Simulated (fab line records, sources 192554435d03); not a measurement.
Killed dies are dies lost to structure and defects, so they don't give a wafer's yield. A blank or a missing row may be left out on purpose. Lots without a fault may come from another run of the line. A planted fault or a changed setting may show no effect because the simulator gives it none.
Chamber matching | flow n5_finfet | N5_MOL_CONTACT_COAG_CO_FILL_22 on cvd_co-01: 3 sister chambers
The step material Co, precursor CCTBA/H2, target thk 20 nm. 24 wafers are shown with their chamber, then 12 later ones without.

WAFERS WITH THEIR CHAMBER
wafer  | chamber | heater_power_w (W)
L074.1 | 2       | 184
L074.3 | 1       | 223
L074.5 | 1       | 233
L075.3 | 0       | 217
L075.5 | 0       | 212
L075.6 | 1       | 224
L081.2 | 1       | 226
L081.4 | 1       | 228
L081.5 | 0       | 214
L082.3 | 0       | 214
L082.4 | 2       | 193
L082.5 | 0       | 217
L084.1 | 2       | 191
L084.3 | 1       | 226
L084.5 | 2       | 192
L086.2 | 2       | 182
L086.4 | 1       | 228
L086.6 | 0       | 212
L087.2 | 0       | 218
L087.3 | 2       | 190
L087.4 | 2       | 190
L089.1 | 0       | 212
L089.3 | 1       | 229
L089.4 | 0       | 212

SIGNATURES (means of the wafers above)
reading        | chamber 0 | chamber 1 | chamber 2 | scatter within a chamber
heater_power_w | 214.22    | 227.12    | 188.86    | 3.26
Rule: a wafer's distance from a chamber is the root of the sum, over the readings, of the square of ((its reading less the chamber's mean) divided by the reading's scatter). The wafer belongs to the nearest chamber; if the next one is less than 2 further off, it can't be placed. The scatter: the root of (the sum of the squares of (reading less its chamber's mean) over the shown wafers, divided by (wafers less chambers)).

WAFERS WITHOUT THEIR CHAMBER
wafer  | heater_power_w (W)
L091.1 | 191
L091.2 | 208
L091.5 | 187
L093.1 | 221
L093.2 | 215
L093.5 | 186
L096.1 | 186
L096.2 | 212
L096.6 | 222
L097.1 | 223
L097.2 | 189
L097.4 | 187

WHICH CHAMBER EACH WENT THROUGH
wafer  | from the rows above     | in truth
L091.1 | 2                       | 2
L091.2 | 0                       | 0
L091.5 | 2                       | 2
L093.1 | can't be placed: 1 or 0 | 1
L093.2 | 0                       | 0
L093.5 | 2                       | 2
L096.1 | 2                       | 2
L096.2 | 0                       | 0
L096.6 | can't be placed: 1 or 0 | 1
L097.1 | can't be placed: 1 or 0 | 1
L097.2 | 2                       | 2
L097.4 | 2                       | 2
Placed correctly: 9 of 12. Can't be placed from these rows: 3 (the true chamber is among the candidates in 3). Placed wrongly: 0.
